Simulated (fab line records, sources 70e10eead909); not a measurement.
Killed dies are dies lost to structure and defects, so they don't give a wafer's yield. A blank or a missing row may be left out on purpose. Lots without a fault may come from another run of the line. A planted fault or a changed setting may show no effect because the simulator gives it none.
Chamber matching | flow nand_harc | NHARC_A_M0_ETCH_34 on rie_diel-04: 4 sister chambers
The step etches the open film in N2/H2, target depth 40 nm, overetch 12 nm, time 43.94 s. 8 wafers are shown with their chamber, then 8 later ones without.

WAFERS WITH THEIR CHAMBER
wafer  | chamber | rf_vpp_V (V) | h2_flow_sccm (sccm)
L086.5 | 2       | 426.5        | 148.9
L087.1 | 3       | 434.1        | 150.1
L087.2 | 2       | 427.2        | 150.5
L087.4 | 1       | 430.5        | 150.4
L093.3 | 3       | 434.7        | 150.6
L093.5 | 0       | 424.7        | 150.2
L093.6 | 1       | 427.5        | 150.0
L092.1 | 0       | 426.9        | 149.6

WAFERS WITHOUT THEIR CHAMBER
wafer  | rf_vpp_V (V) | h2_flow_sccm (sccm)
L092.3 | 426.1        | 150.5
L092.4 | 429.8        | 150.3
L095.3 | 427.9        | 149.7
L095.5 | 434.3        | 150.1
L095.6 | 426.3        | 149.8
L096.1 | 430.0        | 149.6
L096.2 | 433.8        | 150.1
L096.4 | 426.5        | 149.9

WHICH CHAMBER EACH WENT THROUGH
wafer  | from the rows above          | in truth
L092.3 | can't be placed: 0 or 2 or 1 | 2
L092.4 | can't be placed: 1 or 2      | 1
L095.3 | can't be placed: 2 or 1 or 0 | 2
L095.5 | 3                            | 3
L095.6 | can't be placed: 0 or 2 or 1 | 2
L096.1 | can't be placed: 1 or 2 or 0 | 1
L096.2 | 3                            | 3
L096.4 | can't be placed: 2 or 0 or 1 | 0
Placed correctly: 2 of 8. Can't be placed from these rows: 6 (the true chamber is among the candidates in 6). Placed wrongly: 0.
How it was worked out, from the rows above alone: a wafer's distance from a chamber is the root of the sum, over the readings, of the square of ((its reading less the chamber's mean) divided by the reading's scatter). The wafer belongs to the nearest chamber; if the next one is less than 2 further off, it can't be placed. A chamber's mean is the mean of its shown wafers. The scatter: the root of (the sum of the squares of (reading less its chamber's mean) over the shown wafers, divided by (wafers less chambers)).
